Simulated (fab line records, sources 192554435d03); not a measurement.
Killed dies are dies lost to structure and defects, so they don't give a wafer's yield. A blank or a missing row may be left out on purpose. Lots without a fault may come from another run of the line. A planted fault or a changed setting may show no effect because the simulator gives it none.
Split-lot experiment | flow n5_finfet | 7 lots, 21 wafers read, on a route of 1938 steps

THE SPLIT
At N5_HKMG_FIN_COAT_29 (time 60 s, resist thk 300 nm), the setting spin_rpm was moved away from the recipe's 1500 rpm on 6 of the 21 wafers read, by -9.5% to +8.1%. The other wafers ran this setting at the recipe's value.

The reading is taken at the split's own step.

THE READING
SOC_of_HKMG_FIN_COAT_29.thk_nm (the simulator's own value, which no gauge read), in nm, at N5_HKMG_FIN_COAT_29 (time 60 s, resist thk 300 nm). The file gives no usual value for it. The 15 wafers here that ran the recipe average 300.2 nm, standard deviation 0.75 nm.

wafer  | tool, chamber at the split | spin_rpm as run, rpm | against the recipe | SOC_of_HKMG_FIN_COAT_29.thk_nm, nm | against lot-mates on the recipe
L076.2 | litho_track-02, 0          | 1500                 | recipe             | 300.6                              | -
L076.4 | litho_track-02, 0          | 1358                 | -9.5%              | 316.6                              | +16.0
L076.5 | litho_track-02, 0          | 1358                 | -9.5%              | 316                                | +15.4
L085.1 | litho_track-02, 0          | 1500                 | recipe             | 301.4                              | -
L085.2 | litho_track-02, 0          | 1500                 | recipe             | 300.4                              | -
L085.4 | litho_track-02, 0          | 1500                 | recipe             | 302.2                              | -
L086.1 | litho_track-01, 0          | 1357                 | -9.5%              | 314.8                              | +15.2
L086.5 | litho_track-01, 0          | 1500                 | recipe             | 299.6                              | -
L086.6 | litho_track-01, 0          | 1357                 | -9.5%              | 315.4                              | +15.8
L087.1 | litho_track-02, 0          | 1500                 | recipe             | 300.4                              | -
L087.4 | litho_track-02, 0          | 1500                 | recipe             | 300.2                              | -
L087.6 | litho_track-02, 0          | 1622                 | +8.1%              | 289                                | -11.3
L091.2 | litho_track-03, 0          | 1500                 | recipe             | 299.8                              | -
L091.3 | litho_track-03, 0          | 1500                 | recipe             | 299.8                              | -
L091.4 | litho_track-03, 0          | 1500                 | recipe             | 299.4                              | -
L095.1 | litho_track-03, 0          | 1500                 | recipe             | 299.2                              | -
L095.3 | litho_track-03, 0          | 1500                 | recipe             | 300                                | -
L095.4 | litho_track-03, 0          | 1500                 | recipe             | 299.6                              | -
L096.2 | litho_track-01, 0          | 1500                 | recipe             | 300                                | -
L096.3 | litho_track-01, 0          | 1500                 | recipe             | 300.2                              | -
L096.5 | litho_track-01, 0          | 1563                 | +4.2%              | 294                                | -6.1

THE FIT
A straight line over all 21 wafers: SOC_of_HKMG_FIN_COAT_29.thk_nm changes by -1.58 nm for each +1% of spin_rpm; r = -0.99; the points scatter about the line by 0.85 nm.
The same after taking each lot's own level away (the mean of its wafers on the recipe; 21 wafers): -1.59 nm for each +1%; r = -1.00; scatter 0.55 nm.
On that fit, the largest move of spin_rpm shifts the reading by 15 nm.
The lots' own levels span 299.60 to 301.33 nm, that is 2.3 times the standard deviation above.
So the lot-to-lot level changes the slope little: the two slopes agree.
Check: with one of the wafers moved furthest among these (-9.5%) left out of the fit, the line predicts +15.3 nm for it against its lot-mates. It came out at +15.2 nm against them.

OTHER SPLITS ON THESE WAFERS
These wafers also went through other splits before the reading. Each is held against what the fit with the lots' levels taken away leaves over:
other split on the same wafers | wafers away from the commonest value | r with SOC_of_HKMG_FIN_COAT_29.thk_nm (lot level and that fit taken away)
N5_SD_EPI_P_COAT_03 spin_rpm   | 5                                    | -0.15
N5_HKMG_FIN_COAT_43 spin_rpm   | 7                                    | -0.03
N5_HKMG_FIN_EXPOSE_46 dose_mj  | 7                                    | -0.28

THE FILE'S OWN FIT
SOC_of_HKMG_FIN_COAT_29.thk_nm changes by -1.57 nm for each +1% of spin_rpm, r = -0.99.
